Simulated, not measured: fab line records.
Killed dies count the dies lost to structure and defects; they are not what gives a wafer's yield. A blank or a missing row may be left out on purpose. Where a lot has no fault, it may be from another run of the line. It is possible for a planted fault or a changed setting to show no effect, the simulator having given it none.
Struck lot and sound lot, side by side ; flow nand-harc ; 41 out of 1302 route steps
Sound: the wafers L246.1, L246.2, L246.4. The struck wafers were L253.1, L253.2, L253.4. At the end, the cause is stated.
Each step with rows lists, per side, the tool, then ch with its chambers, then its first start. Under that, the readings that differ: sound wafers ; struck wafers ; difference of the means ; sigmas: that difference in standard deviations of wafers without a fault.
alike: a reading whose means differ by less than 2 such deviations, as well as words and numbers matching on both sides. not compared: withheld readings; readings where some wafer has no value; bounds like >300 that might hide an equal value; numbers whose values overlap and for which the record gives no deviation.
The two part at a step that has a row with sigmas, a row that says differs or no value, or rows on one side only. Non-overlapping numbers with no deviation appear without sigmas and do not part them. Lack of a reading on every wafer of one side parts them only where that side has two or more wafers.

NHARC_P_M2_INSPECT_11:
  struck on defect-inspect-01, day 9 08:07; sound on defect-inspect-02, day 6 19:12
  alike: raw-defect-count
then, 3 steps without rows for these wafers: NHARC_P_M2_DESCUM_14 (chemistry O2, time 3 s); NHARC_P_M2_ETCH_35 (etches the open film in N2/H2, target depth 40 nm, overetch 12 nm, time 43.94 s); NHARC_P_M2_ETCH_15 (etches the open film in C4F8/Ar, target depth 182.5 nm, time 91.2 s).
NHARC_P_M2_CD_MEAS_16:
  struck on cd-sem-01, day 9 08:29; sound on cd-sem-02, day 6 19:34
  alike: cd-nm
then, 5 steps without rows for these wafers: NHARC_P_M2_STRIP_18 (strips in N2/H2); NHARC_P_M2_ETCH_28 (etches the open film in CF4/N2, target depth 30 nm, time 72.99 s); NHARC_P_M2_STRIP_19 (strips in post etch residue remover, time 600 s); NHARC_P_M2_DEGAS_29 (time 60 s); NHARC_P_M2_PRE_CLEAN_30 (time 30 s).
NHARC_P_M2_PVD_20: deposits TaN, target thk 5 nm, time 8.06 s.
  sound on pvd-sputter-02; struck on pvd-sputter-02
  alike: throttle-valve-pct
then, 1 step without rows for these wafers: NHARC_P_M2_PVD_21 (deposits Cu, target thk 30 nm, time 20.49 s).
NHARC_P_M2_ECD_22: material Cu, target thk 400 nm.
  sound on ecd-cu-01 ch 0,1, day 6 20:38; struck on ecd-cu-01 ch 0,1, day 9 09:34
NHARC_P_M2_ANNEAL_31: time 90 s.
  sound on rtp-anneal-02 ch 0, day 6 21:01; struck on rtp-anneal-01 ch 0, day 9 09:56
  alike: wafer_temp_C_max
then, 1 step without rows for these wafers: NHARC_P_M2_CMP_23 (polishes, t overpolish 20 s, target thk 144.3 nm).
NHARC_P_M2_THK_MEAS_24: measures by xrf.
  struck on film-metro-02, day 9 10:36; sound on film-metro-02, day 6 21:41
  alike: thk-nm
then, 3 steps without rows for these wafers: NHARC_P_M2_SRD_25; NHARC_P_M2_PRE_CLEAN_32 (time 12 s); NHARC_P_M2_DEP_33 (deposits SiCN, target thk 30 nm).
NHARC_P_BONDPAD_DEP_00: deposits SiCN, target thk 250 nm.
  sound on pecvd-04 ch 1,2; struck on pecvd-04 ch 0,1,2, day 9 11:19
  alike: heater-power-outer-w, heater-power-w
NHARC_P_BONDPAD_CMP_32: polishes SiCN, target thk 200 nm.
  sound on cmp-04 ch 1,2,3, day 6 22:47; struck on cmp-03 ch 0,2,3, day 9 11:43
  alike: motor-current-A
NHARC_P_BONDPAD_THK_MEAS_33: measures by ellipsometry.
  struck on film-metro-01, day 9 11:58; sound on film-metro-02, day 6 23:02
  alike: thk-nm
then, 10 steps without rows for these wafers: NHARC_P_BONDPAD_SRD_34; NHARC_P_BONDPAD_DEHYDRATE_01 (time 120 s); NHARC_P_BONDPAD_HMDS_02 (time 30 s); NHARC_P_BONDPAD_COAT_36 (time 65 s); NHARC_P_BONDPAD_COAT_03 (resist thk 600 nm); NHARC_P_BONDPAD_SOFTBAKE_04 (time 70 s); NHARC_P_BONDPAD_EBR_05; NHARC_P_BONDPAD_EXPOSE_06 (exposes mask P BPAD); NHARC_P_BONDPAD_PEB_07 (peb time 80 s); NHARC_P_BONDPAD_DEVELOP_08 (time 50 s).
NHARC_P_BONDPAD_CD_MEAS_09: target cd 500 nm.
  sound on cd-sem-03 ch 0, day 6 23:35; struck on cd-sem-02 ch 0, day 9 12:32
  alike: cd-nm
NHARC_P_BONDPAD_OVL_MEAS_38:
  struck on overlay-01, day 9 12:37; sound on overlay-02, day 6 23:41
  alike: overlay-x-nm, overlay-y-nm
then, 4 steps without rows for these wafers: NHARC_P_BONDPAD_HARDBAKE_10 (time 65 s); NHARC_P_BONDPAD_DESCUM_11 (chemistry O2, time 3 s); NHARC_P_BONDPAD_ETCH_37 (etches the open film in N2/H2, target depth 60 nm, overetch 18 nm, time 65.91 s); NHARC_P_BONDPAD_ETCH_12 (etches the open film in CHF3/O2, target depth 200 nm, time 100 s).
NHARC_P_BONDPAD_CD_MEAS_13:
  struck on cd-sem-03, day 9 13:07; sound on cd-sem-03, day 7 00:10
  alike: cd-nm
NHARC_P_BONDPAD_STRIP_15: strips in O2.
  sound on rie-diel-05 ch 0,1,2, day 7 00:14; struck on rie-diel-06 ch 0,1,3, day 9 13:12
reading;sound;struck;difference;sigmas
oes-product-au (a.u.);0.996 1.026 1.007;0.967 0.989 0.979;-0.031;-2
  alike: drypump-motor-current-A, rf-vpp-V, showerhead-plenum-p-Torr, throttle-valve-pct
  not compared: rf-hours-counter-h
-- jump in the record: it breaks off in module P_BONDPAD and resumes in module END (first step shown: number 1302 of the route), and 18 days separate the struck wafers' starts before and after --
NHARC_END_SORT_01:
  sound on prober-01 ch 0, day 24 07:32; struck on prober-01 ch 0, day 27 17:01
reading;sound;struck;difference;sigmas
defect-limited-yield (%);95.0 93.8 92.9;63.5 59.2 64.5;-31.5;-13
killed-at-periphery;4 6 5;219 224 205;+211;+66
killed-dies;34 42 48;247 276 240;+213;+13
  alike: killed-at-array, killed-at-other, killed-open, killed-short

WHERE THEY PART
First at NHARC_P_BONDPAD_STRIP_15; last, within this record, at NHARC_END_SORT_01.

WHY: what had been put in by the simulator
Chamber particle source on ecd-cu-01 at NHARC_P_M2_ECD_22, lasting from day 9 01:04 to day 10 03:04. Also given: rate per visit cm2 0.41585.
